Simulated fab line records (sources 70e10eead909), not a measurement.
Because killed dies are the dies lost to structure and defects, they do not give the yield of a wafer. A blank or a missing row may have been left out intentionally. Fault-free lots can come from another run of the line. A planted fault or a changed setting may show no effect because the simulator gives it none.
fab line records	flow nand-harc
[record] lots = 24	wafers = 72	last-day = 25
route steps=1159 shown A_M0@1011 A_M1@1052 A_BONDPAD@1075
lots with no fault: from the same line, run without faults
start-h: the number of hours between the record's first day and the start of the first shown wafer of the lot	wait-h: hours from the lot's prior step to this one	" as in the row above	L1.1+2: a single row standing in for several wafers	- no value present, or no start provided	* or withheld: withheld	< > ~ a bound
route shown NAME@n: a module of which the file shows steps, and the number in the route of the first	usual: average and standard deviation across the fault-free wafers	same: alike in all rows	chamber/n: place in a boat	sites: readings site by site	_std_site: how widely they spread, as a standard deviation	_edge_site: inner sites' mean taken away from outer sites' mean	radius-mm: for every site, how far away it sits from the centre of the wafer	mask NAME#n: copy n	behind: the most recent tool/chamber to have shaped the wafer	hold: reason for holding the lot/hours on hold/outcome of the hold	device: names the non-switching transistor (n, p or np)	end of line: the route-end tests of the same wafers	for a step that has no rows: nothing shown but its recipe	killed: count of dies lost to structure and defects at first sort (not the wafer's yield)	map: per-die view of a wafer (x killed, . not killed, _ where there is no die)
set.NAME: setting as actually run; set.NAME@STEP: the setting as run at that earlier step	model.NAME: the simulator's own value behind a step, which no gauge read
steps of the route over a sample of lots; a table a step, a row a wafer
services: from which hour (start-h, from the record's first day; less than 0 if before it) a tool's chamber was out of use, for how many hours, and why
[[steps]]
[step NHARC_A_M0_STRIP_18]
[recipe] power-w = 1000	n2-flow-sccm = 150	h2-flow-sccm = 150	ar-flow-sccm = 0	bias-w = 0	chemistry = N2/H2
[usual] drypump-motor-current-A = 5.7/0.63	n2-flow-sccm = 150.0/0.46	oes-product-au = 0.998/0.0093	power-w = 1000/3.1	rf-vpp-V = 90.5/0.91	showerhead-plenum-p-Torr = 2.02/0.058	throttle-valve-pct = 14.172/0.01
lot.wafer	tool	chamber	start-h	wait-h	drypump-motor-current-A	n2-flow-sccm	oes-product-au	power-w	rf-hours-counter-h	rf-vpp-V	showerhead-plenum-p-Torr	throttle-valve-pct
L074.3	rie-diel-10	2	416.93	0.1	5.0	149.8	0.980	1002	3	91.8	2.01	14.178
L074.2	"	3	"	"	6.8	150.1	0.992	1000	3	90.7	1.96	14.159
L074.4	"	0	"	"	5.6	150.0	0.992	998	4	91.7	2.01	14.178
L077.2	rie-diel-08	0	417.12	0.1	5.6	151.5	0.999	1002	8	90.1	1.99	14.175
L077.4	"	2	"	"	6.2	149.3	0.985	1002	6	89.9	2.01	14.173
L077.6	"	3	"	"	5.2	149.4	0.995	1005	-	90.1	2.00	14.185
L075.2	rie-diel-10	1	417.44	0.1	5.3	149.5	0.998	1006	3	89.9	2.07	14.173
L075.5	"	3	"	"	6.8	150.5	1.000	1001	-	90.5	1.96	14.185
L075.6	"	0	"	"	5.6	150.4	0.995	1005	-	89.8	2.01	14.169
L076.2	rie-diel-08	2	422.63	0.1	6.3	149.5	1.002	1003	7	91.2	2.01	14.179
L076.3	"	0	"	"	5.6	150.3	1.014	998	9	90.4	1.99	14.156
L076.5	"	3	"	"	5.2	149.5	1.003	1000	-	91.5	2.00	14.177
L078.3	rie-diel-08	2	423.06	0.1	6.3	150.0	1.004	997	7	89.4	2.01	14.174
L078.4	"	0	"	"	5.6	150.9	1.006	995	9	89.8	1.99	14.182
L078.2	"	1	"	"	5.7	149.8	1.001	997	9	90.2	2.18	14.168
L079.3	rie-diel-08	0	436.48	0.1	5.6	150.2	1.011	1003	11	88.7	1.99	14.154
L079.1	"	1	"	"	5.7	150.2	1.001	1003	11	91.4	2.18	14.162
L079.5	"	3	"	"	5.2	150.6	1.002	995	-	91.6	2.00	14.160
L081.3	rie-diel-10	2	438.09	0.1	5.1	149.7	0.986	1000	5	91.1	2.01	14.174
L081.1	"	0	"	"	5.7	149.1	0.985	1001	6	89.5	2.01	14.162
L081.5	"	2	"	"	5.1	150.6	0.989	998	-	90.6	2.01	14.168
L082.4	rie-diel-10	3	442.02	0.1	6.8	149.5	0.992	995	5	89.8	1.96	14.177
L082.1	"	1	"	"	5.3	149.4	0.985	999	6	89.9	2.07	14.179
L082.5	"	3	"	"	6.8	150.0	0.990	997	-	92.4	1.96	14.167
L080.2	rie-diel-10	2	442.45	0.1	5.1	149.8	0.993	1000	5	89.4	2.01	14.149
L080.3	"	1	"	"	5.3	150.3	0.980	1001	6	92.1	2.07	14.149
L080.6	"	3	"	"	6.8	149.1	0.994	1001	-	91.0	1.96	14.181
L084.3	rie-diel-06	2	453.46	0.1	5.7	150.1	0.992	998	3	90.4	1.96	14.162
L084.2	"	3	"	"	6.8	149.7	1.009	995	3	90.1	1.96	14.171
L084.1	"	0	"	"	6.4	149.8	1.000	998	3	91.5	2.10	14.195
L083.1	rie-diel-08	0	455.97	0.2	5.5	149.4	1.012	996	12	90.5	1.99	14.170
L083.5	"	1	"	"	5.7	149.7	0.995	1000	-	91.5	2.18	14.177
L083.6	"	2	"	"	6.3	150.6	1.001	1002	-	90.3	2.01	14.180
L086.2	rie-diel-10	2	468.48	0.1	5.1	149.6	0.994	995	8	90.2	2.01	14.161
L086.1	"	3	"	"	6.8	150.1	1.001	998	7	88.5	1.96	14.174
L086.6	"	1	"	"	5.3	149.2	0.999	999	-	91.2	2.07	14.176
L085.3	rie-diel-06	3	474.54	0.1	6.7	150.1	0.999	997	4	91.3	1.96	14.175
L085.1	"	0	"	"	6.4	149.9	1.006	1000	4	90.8	2.10	14.162
L085.6	"	3	"	"	6.7	150.2	1.007	999	-	91.3	1.96	14.155
L088.2	rie-diel-08	2	474.94	0.1	6.3	150.6	0.983	997	12	90.5	2.01	14.192
L088.3	"	3	"	"	5.2	151.0	1.007	1002	14	90.9	2.00	14.185
L088.1	"	1	"	"	5.7	150.2	0.994	997	14	92.2	2.18	14.187
L087.2	rie-diel-06	0	484.02	0.1	6.3	149.7	1.000	1005	5	89.5	2.10	14.165
L087.4	"	1	"	"	4.8	150.0	1.023	1000	4	90.3	2.07	14.173
L087.1	"	3	"	"	6.8	149.8	1.009	996	5	89.7	1.96	14.178
L089.1	rie-diel-10	3	493.23	0.1	6.8	150.0	0.979	1001	9	89.7	1.96	14.183
L089.3	"	2	"	"	5.1	149.8	0.988	1003	9	91.4	2.01	14.165
L089.6	"	0	"	"	5.7	149.0	0.995	1000	-	90.0	2.01	14.163
L094.3	rie-diel-06	1	498.38	0.1	4.8	149.7	1.005	999	4	91.2	2.07	14.172
L094.1	"	3	"	"	6.8	149.8	1.011	1000	6	90.6	1.96	14.191
L094.2	"	0	"	"	6.4	150.2	0.989	1000	6	91.3	2.10	14.186
L090.3	rie-diel-10	1	501.59	0.1	5.3	149.6	1.001	997	10	91.5	2.07	14.171
L090.4	"	3	"	"	6.8	150.4	1.002	1000	9	90.4	1.96	14.166
L090.6	"	1	"	"	5.3	150.4	0.987	1004	-	90.6	2.07	14.165
L095.2	rie-diel-08	0	502.17	0.1	5.6	150.4	1.001	1003	2	92.3	1.98	14.162
L095.3	"	3	"	"	5.2	149.6	1.010	1001	1	90.7	2.00	14.166
L095.6	"	0	"	"	5.6	150.7	0.994	1004	-	91.0	1.98	14.174
L092.3	rie-diel-10	3	509.80	0.1	6.8	149.8	0.980	996	10	91.2	1.96	14.177
L092.5	"	3	"	"	6.8	149.8	0.993	1007	-	91.4	1.96	14.192
L092.6	"	0	"	"	5.6	150.6	0.990	998	-	91.8	2.01	14.183
L091.3	rie-diel-06	2	516.66	0.1	5.8	150.1	1.002	1001	6	90.2	1.96	14.186
L091.5	"	1	"	"	4.8	149.7	1.019	1003	-	89.9	2.07	14.166
L091.6	"	2	"	"	5.7	149.9	1.011	1000	-	90.1	1.96	14.171
L093.3	rie-diel-10	1	521.23	0.1	5.3	150.7	1.002	1000	11	91.9	2.07	14.194
L093.2	"	3	"	"	6.8	149.9	0.992	1002	10	88.3	1.96	14.162
L093.6	"	2	"	"	5.1	149.9	0.995	1007	-	90.5	2.01	14.166
L096.3	rie-diel-10	3	521.82	0.1	6.8	150.3	1.002	996	10	89.6	1.96	14.175
L096.1	"	0	"	"	5.7	149.6	0.997	999	11	90.8	2.01	14.175
L096.2	"	1	"	"	5.3	150.5	0.990	999	11	89.4	2.07	14.151
L097.3	rie-diel-10	1	556.71	0.1	5.3	150.0	0.989	996	2	91.7	2.07	14.167
L097.2	"	2	"	"	5.1	149.8	0.988	1002	2	90.8	2.01	14.174
L097.6	"	1	"	"	5.3	149.4	0.993	999	-	90.8	2.07	14.184
[step NHARC_A_M1_CMP_23]
[recipe] t-overpolish-s = 20	target-thk-nm = 154.34
[usual] motor-current-A = 12.4/1.4	time-to-endpoint-s = 28.8/2.2
lot.wafer	tool	chamber	start-h	wait-h	motor-current-A	time-to-endpoint-s
L074.3	cmp-01	3	422.75	-	13.7	28.1
L074.2	"	0	"	"	11.2	23.1
L074.4	"	2	"	"	11.0	27.9
L077.4	cmp-03	1	423.16	-	11.5	33.3
L077.2	"	3	"	"	14.4	30.6
L077.6	"	0	"	"	12.0	30.0
L075.2	cmp-01	0	423.24	-	11.0	24.9
L075.6	"	3	"	"	13.8	27.8
L075.5	"	0	"	"	11.6	26.9
L076.2	cmp-04	0	428.49	-	10.3	30.9
L076.3	"	2	"	"	14.2	30.8
L076.5	"	1	"	"	11.7	31.1
L078.2	cmp-03	3	428.80	-	14.4	32.5
L078.4	"	1	"	"	11.4	32.6
L078.3	"	2	"	"	10.3	33.4
L079.3	cmp-04	1	442.26	-	12.1	29.5
L079.1	"	2	"	"	13.6	28.2
L079.5	"	2	"	"	15.0	28.8
L081.1	cmp-01	1	444.02	-	12.3	25.9
L081.3	"	2	"	"	11.2	27.2
L081.5	"	0	"	"	11.1	26.1
L082.4	cmp-01	3	448.00	-	13.7	29.0
L082.1	"	0	"	"	10.8	28.6
L082.5	"	0	"	"	11.2	30.2
L080.3	cmp-01	0	448.36	-	11.0	30.3
L080.2	"	2	"	"	11.7	30.8
L080.6	"	0	"	"	11.1	32.9
L084.2	cmp-04	2	459.44	-	14.4	28.0
L084.1	"	3	"	"	14.3	28.5
L084.3	"	0	"	"	10.5	29.1
L083.1	cmp-01	1	462.12	-	12.6	30.4
L083.6	"	1	"	"	12.7	32.2
L083.5	"	2	"	"	11.1	29.4
L086.2	cmp-03	0	474.41	-	12.3	26.3
L086.1	"	1	"	"	12.4	27.1
L086.6	"	2	"	"	10.8	28.0
L085.1	cmp-04	0	480.27	-	10.9	30.4
L085.3	"	2	"	"	14.1	28.6
L085.6	"	3	"	"	14.5	27.8
L088.3	cmp-01	3	480.79	-	14.0	27.3
L088.2	"	0	"	"	11.2	26.4
L088.1	"	2	"	"	11.2	27.7
L087.2	cmp-01	1	490.42	-	12.4	24.7
L087.4	"	2	"	"	11.7	24.4
L087.1	"	3	"	"	13.0	25.4
L089.1	cmp-03	0	499.28	-	13.3	27.4
L089.3	"	3	"	"	14.0	26.3
L089.6	"	1	"	"	12.3	29.9
L094.1	cmp-04	1	504.38	-	12.0	26.0
L094.2	"	2	"	"	14.4	25.5
L094.3	"	3	"	"	15.1	29.3
L090.3	cmp-01	2	507.38	-	11.3	29.4
L090.4	"	3	"	"	13.5	31.5
L090.6	"	2	"	"	11.5	30.8
L095.3	cmp-03	1	507.97	-	12.0	28.8
L095.2	"	3	"	"	14.2	30.8
L095.6	"	1	"	"	11.2	32.1
L092.3	cmp-04	3	515.58	-	14.4	30.1
L092.6	"	3	"	"	15.2	26.8
L092.5	"	0	"	"	10.6	30.6
L091.3	cmp-01	2	522.54	-	11.3	28.2
L091.6	"	0	"	"	11.2	30.6
L091.5	"	1	"	"	12.3	30.2
L093.2	cmp-01	3	527.07	-	13.5	29.2
L093.3	"	1	"	"	12.5	26.3
L093.6	"	0	"	"	11.6	27.7
L096.2	cmp-04	2	527.89	-	15.2	27.6
L096.3	"	0	"	"	10.5	26.7
L096.1	"	1	"	"	12.0	25.3
L097.3	cmp-01	0	562.57	-	11.1	32.8
L097.2	"	1	"	"	11.4	31.5
L097.6	"	2	"	"	11.2	27.3
[step NHARC_A_M1_INSPECT_27]
[usual] raw-defect-count = 427/120
lot.wafer	tool	chamber	start-h	wait-h	raw-defect-count
L074.2	defect-inspect-02	-	423.22	0.0	336
L074.3	"	-	"	"	290
L074.4	"	-	"	"	324
L077.2	defect-inspect-02	-	423.60	0.0	389
L077.4	"	-	"	"	874
L077.6	"	-	"	"	547
L075.2	defect-inspect-01	-	423.69	0.0	389
L075.5	"	-	"	"	370
L075.6	"	-	"	"	575
L076.2	defect-inspect-01	-	428.96	0.0	474
L076.3	"	-	"	"	466
L076.5	"	-	"	"	455
L078.2	defect-inspect-02	-	429.27	0.0	327
L078.3	"	-	"	"	378
L078.4	"	-	"	"	294
L079.1	defect-inspect-02	-	442.74	0.0	548
L079.3	"	-	"	"	392
L079.5	"	-	"	"	421
L081.1	defect-inspect-02	-	444.46	0.0	427
L081.3	"	-	"	"	467
L081.5	"	-	"	"	318
L082.1	defect-inspect-01	-	448.47	0.0	501
L082.4	"	-	"	"	411
L082.5	"	-	"	"	310
L080.2	defect-inspect-01	-	448.81	0.0	267
L080.3	"	-	"	"	341
L080.6	"	-	"	"	385
L084.1	defect-inspect-02	-	459.91	0.0	340
L084.2	"	-	"	"	518
L084.3	"	-	"	"	351
L083.1	defect-inspect-02	-	462.59	0.0	349
L083.5	"	-	"	"	294
L083.6	"	-	"	"	317
L086.1	defect-inspect-01	-	474.83	0.0	416
L086.2	"	-	"	"	610
L086.6	"	-	"	"	649
L085.1	defect-inspect-02	-	480.72	0.0	355
L085.3	"	-	"	"	305
L085.6	"	-	"	"	286
L088.1	defect-inspect-01	-	481.27	0.0	347
L088.2	"	-	"	"	468
L088.3	"	-	"	"	657
L087.1	defect-inspect-02	-	490.90	0.0	421
L087.2	"	-	"	"	333
L087.4	"	-	"	"	643
L089.1	defect-inspect-01	-	499.75	0.0	406
L089.3	"	-	"	"	279
L089.6	"	-	"	"	282
L094.1	defect-inspect-02	-	504.82	0.0	327
L094.2	"	-	"	"	393
L094.3	"	-	"	"	299
L090.3	defect-inspect-01	-	507.86	0.0	488
L090.4	"	-	"	"	568
L090.6	"	-	"	"	604
L095.2	defect-inspect-02	-	508.44	0.0	339
L095.3	"	-	"	"	384
L095.6	"	-	"	"	435
L092.3	defect-inspect-01	-	516.05	0.0	416
L092.5	"	-	"	"	396
L092.6	"	-	"	"	443
L091.3	defect-inspect-01	-	522.98	0.0	375
L091.5	"	-	"	"	754
L091.6	"	-	"	"	773
L093.2	defect-inspect-02	-	527.54	0.0	285
L093.3	"	-	"	"	385
L093.6	"	-	"	"	327
L096.1	defect-inspect-02	-	528.37	0.0	248
L096.2	"	-	"	"	433
L096.3	"	-	"	"	461
L097.2	defect-inspect-02	-	563.01	0.0	480
L097.3	"	-	"	"	439
L097.6	"	-	"	"	498
[step NHARC_A_BONDPAD_DESCUM_11]
[recipe] time-s = 3	o2-flow-sccm = 200	ar-flow-sccm = 0	bias-power-w = 0	chemistry = O2
[usual] drypump-motor-current-A = 5.7/0.52	oes-product-au = 0.998/0.0073	rf-vpp-V = 57.9/0.92	showerhead-plenum-p-Torr = 1.94/0.077	throttle-valve-pct = 11.312/0.0096
lot.wafer	tool	chamber	start-h	wait-h	drypump-motor-current-A	oes-product-au	rf-hours-counter-h	rf-vpp-V	showerhead-plenum-p-Torr	throttle-valve-pct
L074.2	rie-diel-07	0	425.37	-	6.0	0.997	0	57.8	1.96	11.314
L074.3	"	2	"	"	5.4	0.992	0	58.6	2.01	11.312
L074.4	"	3	"	"	6.3	1.004	0	58.3	2.00	11.318
L077.2	rie-diel-02	3	425.76	-	6.0	0.994	17	57.3	1.84	11.304
L077.6	"	3	"	"	6.0	0.983	-	59.1	1.84	11.313
L077.4	"	1	"	"	6.2	1.000	-	58.2	2.02	11.307
L075.2	rie-diel-07	3	425.91	-	6.3	0.996	1	57.6	2.00	11.314
L075.6	"	1	"	"	4.9	0.990	-	57.8	1.83	11.310
L075.5	"	2	"	"	5.4	0.990	-	57.6	2.01	11.326
L076.3	rie-diel-07	3	431.07	-	6.4	0.997	1	58.0	2.00	11.311
L076.2	"	0	"	"	6.0	0.992	1	58.4	1.96	11.315
L076.5	"	2	"	"	5.4	0.990	-	58.2	2.01	11.320
L078.2	rie-diel-02	0	431.47	-	6.0	1.002	14	57.4	1.88	11.289
L078.3	"	1	"	"	6.2	1.007	18	58.0	2.02	11.312
L078.4	"	1	"	"	6.2	1.013	-	59.5	2.02	11.306
L079.3	rie-diel-07	2	444.87	-	5.4	1.007	1	58.7	2.01	11.322
L079.1	"	3	"	"	6.3	1.002	1	58.4	2.00	11.313
L079.5	"	2	"	"	5.4	0.991	-	58.2	2.01	11.314
L081.1	rie-diel-07	3	446.77	-	6.3	1.016	2	57.4	2.00	11.291
L081.3	"	0	"	"	6.0	0.997	1	58.3	1.96	11.332
L081.5	"	1	"	"	4.9	1.002	-	57.3	1.83	11.311
L082.4	rie-diel-07	0	451.33	-	6.0	0.989	2	57.0	1.96	11.310
L082.1	"	1	"	"	4.9	0.981	2	57.3	1.83	11.312
L082.5	"	2	"	"	5.4	0.991	-	59.2	2.01	11.308
L080.2	rie-diel-07	1	451.93	-	4.9	0.989	2	59.4	1.83	11.318
L080.3	"	0	"	"	6.0	0.985	2	57.2	1.96	11.320
L080.6	"	1	"	"	4.9	0.993	-	57.8	1.83	11.317
L084.1	rie-diel-07	1	462.13	-	4.9	0.994	2	58.1	1.83	11.301
L084.2	"	2	"	"	5.4	0.999	2	59.5	2.01	11.307
L084.3	"	3	"	"	6.3	1.002	2	57.7	2.00	11.319
L083.1	rie-diel-02	1	464.77	-	6.2	0.993	26	59.3	2.01	11.305
L083.5	"	2	"	"	6.0	1.008	-	57.1	1.84	11.315
L083.6	"	3	"	"	6.0	0.989	-	56.6	1.84	11.319
L086.1	rie-diel-07	2	476.96	-	5.4	0.998	3	57.4	2.00	11.328
L086.2	"	0	"	"	6.0	0.991	3	58.0	1.96	11.312
L086.6	"	2	"	"	5.4	1.000	-	58.3	2.01	11.314
L085.3	rie-diel-07	1	483.05	-	4.9	0.993	3	57.6	1.83	11.310
L085.1	"	0	"	"	6.0	1.004	3	58.0	1.96	11.298
L085.6	"	2	"	"	5.4	1.005	-	58.6	2.01	11.317
L088.1	rie-diel-07	0	483.40	-	6.1	0.991	3	59.3	1.96	11.307
L088.3	"	2	"	"	5.4	1.007	3	57.3	2.01	11.304
L088.2	"	3	"	"	6.3	1.008	3	57.9	2.00	11.305
L087.1	rie-diel-07	3	493.04	-	6.3	1.003	3	56.7	2.00	11.317
L087.2	"	1	"	"	4.9	0.996	3	56.0	1.83	11.300
L087.4	"	2	"	"	5.4	0.998	3	57.5	2.00	11.317
L089.3	rie-diel-01	3	501.77	-	5.6	0.994	0	58.8	2.03	11.313
L089.1	"	1	"	"	6.1	0.989	0	58.0	1.97	11.323
L089.6	"	3	"	"	5.6	0.995	-	58.4	2.03	11.315
L094.3	rie-diel-07	3	506.94	-	6.3	0.997	4	58.5	2.00	11.310
L094.2	"	0	"	"	6.0	0.996	4	60.0	1.96	11.315
L094.1	"	2	"	"	5.4	1.008	4	59.4	2.01	11.323
L090.3	rie-diel-07	0	509.87	-	6.0	1.005	4	56.9	1.96	11.309
L090.4	"	2	"	"	5.4	1.007	4	59.1	2.00	11.326
L090.6	"	1	"	"	4.9	1.005	-	58.0	1.83	11.312
L095.2	rie-diel-07	3	510.60	-	6.3	1.017	4	58.2	2.00	11.319
L095.3	"	0	"	"	6.0	0.998	4	56.8	1.96	11.333
L095.6	"	1	"	"	4.9	0.997	-	57.2	1.83	11.296
L092.3	rie-diel-02	3	518.07	-	6.0	0.989	0	57.8	1.83	11.307
L092.5	"	2	"	"	6.0	0.993	-	58.3	1.84	11.331
L092.6	"	3	"	"	6.0	0.988	-	58.9	1.83	11.303
L091.3	rie-diel-02	0	525.03	-	6.0	0.994	2	58.7	1.87	11.309
L091.6	"	1	"	"	6.2	1.004	-	58.2	2.01	11.320
L091.5	"	2	"	"	6.0	1.002	-	56.5	1.84	11.309
L093.2	rie-diel-07	2	529.72	-	5.4	0.999	5	58.5	2.00	11.307
L093.3	"	3	"	"	6.3	1.007	5	57.8	2.00	11.331
L093.6	"	2	"	"	5.4	1.006	-	56.9	2.00	11.292
L096.3	rie-diel-07	3	530.51	-	6.3	1.010	5	56.8	2.00	11.321
L096.2	"	1	"	"	4.9	0.992	5	56.9	1.83	11.314
L096.1	"	2	"	"	5.4	1.002	5	57.9	2.00	11.320
L097.2	rie-diel-02	2	565.52	-	6.1	1.001	11	58.2	1.84	11.298
L097.3	"	3	"	"	6.0	0.995	10	55.7	1.83	11.313
L097.6	"	0	"	"	6.0	0.997	-	57.1	1.87	11.308
[step NHARC_A_BONDPAD_ANNEAL_28]
[recipe] temp-c = 225	time-s = 90
[usual] anneal-temp-c-max = 226.4/0.69	wafer_temp_C_max = 226.01/0.23
lot.wafer	tool	chamber	start-h	wait-h	anneal-temp-c-max	wafer_temp_C_max
L074.2	rtp-anneal-02	0	427.14	0.3	225.6	225.63
L074.3	"	0	"	"	225.5	225.77
L074.4	"	0	"	"	225.7	226.07
L075.2	rtp-anneal-02	0	427.89	0.4	225.9	225.77
L075.5	"	0	"	"	225.6	226.04
L075.6	"	0	"	"	225.9	226.28
L077.2	rtp-anneal-01	0	427.96	0.4	227.4	225.89
L077.4	"	0	"	"	227.3	226.33
L077.6	"	0	"	"	227.5	226.04
L076.2	rtp-anneal-02	0	432.78	-	225.4	225.55
L076.3	"	0	"	"	225.6	226.06
L076.5	"	0	"	"	225.7	225.96
L078.2	rtp-anneal-01	0	433.41	-	227.4	226.00
L078.3	"	0	"	"	227.2	225.87
L078.4	"	0	"	"	227.0	226.31
L079.1	rtp-anneal-02	0	446.55	-	225.7	226.10
L079.3	"	0	"	"	225.9	225.85
L079.5	"	0	"	"	225.8	226.01
L081.1	rtp-anneal-02	0	448.47	0.4	225.8	226.00
L081.3	"	0	"	"	225.9	225.71
L081.5	"	0	"	"	226.0	226.13
L082.1	rtp-anneal-01	0	453.00	0.3	226.8	226.13
L082.4	"	0	"	"	227.7	226.20
L082.5	"	0	"	"	227.1	225.76
L080.2	rtp-anneal-02	0	454.24	0.4	225.9	225.76
L080.3	"	0	"	"	225.5	226.02
L080.6	"	0	"	"	225.9	225.82
L084.1	rtp-anneal-02	0	463.93	0.4	225.4	225.89
L084.2	"	0	"	"	225.9	225.97
L084.3	"	0	"	"	226.0	226.19
L083.1	rtp-anneal-01	0	466.60	0.3	226.3	226.11
L083.5	"	0	"	"	226.5	226.28
L083.6	"	0	"	"	226.9	225.92
L086.1	rtp-anneal-01	0	478.63	-	226.9	225.92
L086.2	"	0	"	"	226.9	225.79
L086.6	"	0	"	"	227.4	225.96
L085.1	rtp-anneal-01	0	484.75	0.3	227.6	226.24
L085.3	"	0	"	"	226.9	225.88
L085.6	"	0	"	"	226.9	226.34
L088.1	rtp-anneal-02	0	485.25	0.3	225.6	226.43
L088.2	"	0	"	"	225.3	225.83
L088.3	"	0	"	"	225.5	226.13
L087.1	rtp-anneal-02	0	494.72	0.3	225.8	226.16
L087.2	"	0	"	"	225.9	226.11
L087.4	"	0	"	"	225.9	225.70
L089.1	rtp-anneal-01	0	503.69	-	227.3	225.98
L089.3	"	0	"	"	227.0	225.89
L089.6	"	0	"	"	227.2	226.42
L094.1	rtp-anneal-02	0	508.63	-	226.1	225.63
L094.2	"	0	"	"	225.9	226.11
L094.3	"	0	"	"	225.7	226.03
L090.3	rtp-anneal-01	0	511.82	-	226.7	226.03
L090.4	"	0	"	"	227.0	226.18
L090.6	"	0	"	"	226.5	225.85
L095.2	rtp-anneal-01	0	512.72	0.7	226.6	225.90
L095.3	"	0	"	"	226.8	226.29
L095.6	"	0	"	"	227.1	226.17
L092.3	rtp-anneal-01	0	519.85	0.3	227.0	226.22
L092.5	"	0	"	"	226.9	226.06
L092.6	"	0	"	"	227.3	226.22
L091.3	rtp-anneal-02	0	526.86	0.3	225.7	226.34
L091.5	"	0	"	"	226.2	225.92
L091.6	"	0	"	"	225.9	226.17
L093.2	rtp-anneal-01	0	531.45	-	226.7	226.06
L093.3	"	0	"	"	227.1	226.46
L093.6	"	0	"	"	227.0	226.52
L096.1	rtp-anneal-01	0	532.25	-	226.8	226.02
L096.2	"	0	"	"	227.3	225.99
L096.3	"	0	"	"	227.5	226.21
L097.2	rtp-anneal-02	0	567.66	0.5	225.6	226.03
L097.3	"	0	"	"	225.5	226.05
L097.6	"	0	"	"	225.7	226.57
[step NHARC_A_BONDPAD_CMP_19]
[recipe] t-overpolish-s = 30	cu-recess-touch-s = 16	target-thk-nm = 169.8
[usual] motor-current-A = 12.3/1.1	overpolish-run-s = 30.000/0.0092
lot.wafer	tool	chamber	start-h	wait-h	motor-current-A	overpolish-run-s
L074.2	cmp-01	2	427.47	-	11.2	30.004
L074.4	"	3	"	"	13.5	29.992
L074.3	"	0	"	"	10.5	30.004
L075.2	cmp-02	2	428.20	-	12.8	30.001
L075.6	"	1	"	"	11.7	30.000
L075.5	"	2	"	"	14.1	29.993
L077.4	cmp-03	3	428.26	-	14.4	30.000
L077.2	"	1	"	"	11.9	29.996
L077.6	"	3	"	"	14.0	30.004
L076.2	cmp-01	3	433.11	-	13.3	30.006
L076.3	"	0	"	"	11.2	29.994
L076.5	"	2	"	"	11.5	29.999
L078.3	cmp-02	0	433.70	-	12.6	29.995
L078.2	"	1	"	"	12.1	30.005
L078.4	"	3	"	"	12.6	30.003
L079.1	cmp-01	2	446.93	-	11.2	30.009
L079.3	"	0	"	"	11.8	30.007
L079.5	"	2	"	"	11.4	30.015
L081.3	cmp-03	0	448.88	-	12.8	30.000
L081.1	"	1	"	"	11.8	30.002
L081.5	"	3	"	"	13.7	30.001
L082.4	cmp-01	0	453.41	-	10.9	29.986
L082.1	"	1	"	"	12.5	30.017
L082.5	"	3	"	"	13.0	30.003
L080.3	cmp-01	3	454.54	-	13.5	30.010
L080.2	"	2	"	"	11.0	30.001
L080.6	"	0	"	"	11.2	29.994
L084.3	cmp-03	3	464.28	-	13.7	29.994
L084.2	"	1	"	"	11.5	29.993
L084.1	"	2	"	"	10.7	30.012
L083.1	cmp-03	2	466.98	-	10.5	30.003
L083.5	"	1	"	"	11.9	30.006
L083.6	"	2	"	"	9.9	30.007
L086.1	cmp-01	0	479.01	-	11.4	30.003
L086.2	"	1	"	"	12.5	29.990
L086.6	"	0	"	"	11.1	30.011
L085.3	cmp-01	0	485.10	-	11.2	30.013
L085.1	"	3	"	"	13.4	29.993
L085.6	"	1	"	"	11.9	29.984
L088.1	cmp-02	1	485.62	-	12.2	30.006
L088.2	"	2	"	"	13.3	29.982
L088.3	"	3	"	"	13.5	29.994
L087.2	cmp-03	2	495.07	-	10.5	30.004
L087.4	"	3	"	"	12.8	29.989
L087.1	"	1	"	"	11.4	29.983
L089.1	cmp-03	2	504.04	-	10.8	29.997
L089.3	"	3	"	"	14.2	29.993
L089.6	"	2	"	"	9.9	29.996
L094.3	cmp-01	1	509.01	-	12.5	29.993
L094.1	"	2	"	"	11.2	30.008
L094.2	"	3	"	"	12.9	29.986
L090.3	cmp-03	3	512.09	-	14.1	29.974
L090.4	"	0	"	"	12.8	29.998
L090.6	"	2	"	"	10.1	30.002
L095.3	cmp-02	0	513.04	-	12.9	29.986
L095.2	"	2	"	"	12.9	30.009
L095.6	"	0	"	"	13.3	29.973
L092.3	cmp-01	3	520.15	-	13.7	30.002
L092.5	"	1	"	"	12.4	30.005
L092.6	"	2	"	"	10.8	29.993
L091.3	cmp-03	3	527.16	-	14.7	30.005
L091.6	"	1	"	"	12.1	30.012
L091.5	"	2	"	"	10.5	30.007
L093.2	cmp-01	3	531.78	-	13.7	29.990
L093.3	"	0	"	"	11.1	30.012
L093.6	"	3	"	"	13.8	30.004
L096.3	cmp-01	2	532.63	-	12.2	29.998
L096.2	"	3	"	"	14.3	30.018
L096.1	"	0	"	"	11.4	29.992
L097.2	cmp-03	0	567.95	-	12.6	30.005
L097.3	"	1	"	"	12.0	30.019
L097.6	"	1	"	"	11.8	30.004
[[services]]
tool	chamber	start-h	hours	kind
rie-diel-06	2	400.48	4.6	repair
cmp-04	-	400.92	4.0	pm
rie-diel-07	-	405.20	9.0	pm
cmp-01	-	406.88	0.6	repair
rie-diel-08	-	413.72	0.9	repair
rie-diel-06	-	418.20	9.0	pm
rie-diel-02	2	421.46	9.2	repair
rie-diel-02	3	431.41	25.1	repair
rie-diel-06	1	446.98	3.9	repair
cmp-03	-	450.12	4.0	pm
rie-diel-06	2	454.07	2.7	repair
cmp-03	-	460.71	2.4	repair
cmp-01	-	473.53	4.0	pm
rie-diel-08	-	478.80	9.0	pm
cmp-03	-	480.31	0.5	repair
cmp-03	-	495.27	3.3	repair
cmp-04	-	498.92	4.0	pm
rie-diel-02	-	504.83	9.0	pm
cmp-01	-	506.44	0.8	repair
cmp-04	-	518.80	1.2	repair
rie-diel-10	-	530.50	9.0	pm
cmp-03	-	548.12	4.0	pm
rie-diel-08	-	548.18	2.2	repair
cmp-01	-	548.57	1.0	repair
[[key]]
fault none
